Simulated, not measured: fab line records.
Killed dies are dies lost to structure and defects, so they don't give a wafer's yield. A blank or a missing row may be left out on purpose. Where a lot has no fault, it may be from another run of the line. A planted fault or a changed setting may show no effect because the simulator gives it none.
Chamber matching || flow n5 finfet || N5_SDB_DESCUM_16 on rie diel-04: 4 sister chambers
The step chemistry O2, time 7.9 s. 4 wafers are shown with their chamber, then 9 later ones without.

== WAFERS, EACH WITH ITS CHAMBER ==
{"wafer": "L086.3", "chamber": 0, "drypump motor current A (A)": 6.0}
{"wafer": "L090.2", "chamber": 1, "drypump motor current A (A)": 5.4}
{"wafer": "L090.3", "chamber": 2, "drypump motor current A (A)": 5.5}
{"wafer": "L090.6", "chamber": 3, "drypump motor current A (A)": 4.9}

== WAFERS WHOSE CHAMBER IS MISSING ==
{"wafer": "L093.2", "drypump motor current A (A)": 5.4}
{"wafer": "L093.3", "drypump motor current A (A)": 4.9}
{"wafer": "L093.5", "drypump motor current A (A)": 4.9}
{"wafer": "L095.1", "drypump motor current A (A)": 5.5}
{"wafer": "L095.3", "drypump motor current A (A)": 6.1}
{"wafer": "L095.6", "drypump motor current A (A)": 5.4}
{"wafer": "L096.2", "drypump motor current A (A)": 5.0}
{"wafer": "L096.3", "drypump motor current A (A)": 6.1}
{"wafer": "L096.5", "drypump motor current A (A)": 5.5}

== WHICH CHAMBER EACH ONE RAN IN ==
{"wafer": "L093.2", "from the rows above": "can't be placed: 1 or 2", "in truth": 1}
{"wafer": "L093.3", "from the rows above": 3, "in truth": 3}
{"wafer": "L093.5", "from the rows above": 3, "in truth": 3}
{"wafer": "L095.1", "from the rows above": "can't be placed: 2 or 1", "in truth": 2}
{"wafer": "L095.3", "from the rows above": 0, "in truth": 0}
{"wafer": "L095.6", "from the rows above": "can't be placed: 1 or 2", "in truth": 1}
{"wafer": "L096.2", "from the rows above": 3, "in truth": 3}
{"wafer": "L096.3", "from the rows above": 0, "in truth": 0}
{"wafer": "L096.5", "from the rows above": "can't be placed: 2 or 1", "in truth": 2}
5 of 9 placed correctly. Can't be placed from these rows: 4 (the true chamber is among the candidates in 4). Placed wrongly: 0.
How it was worked out, from the rows above alone: a wafer's distance from a chamber is the root of the sum, over the readings, of the square of ((its reading less the chamber's mean) divided by the reading's scatter). If the next closest chamber is less than 2 further off than the closest, the wafer can't be placed; otherwise it belongs to the closest. For every chamber, the mean is computed from those of its wafers that are shown. The scatter: root of mean squared gap, hidden wafer to nearest shown wafer, with one shown wafer a chamber.
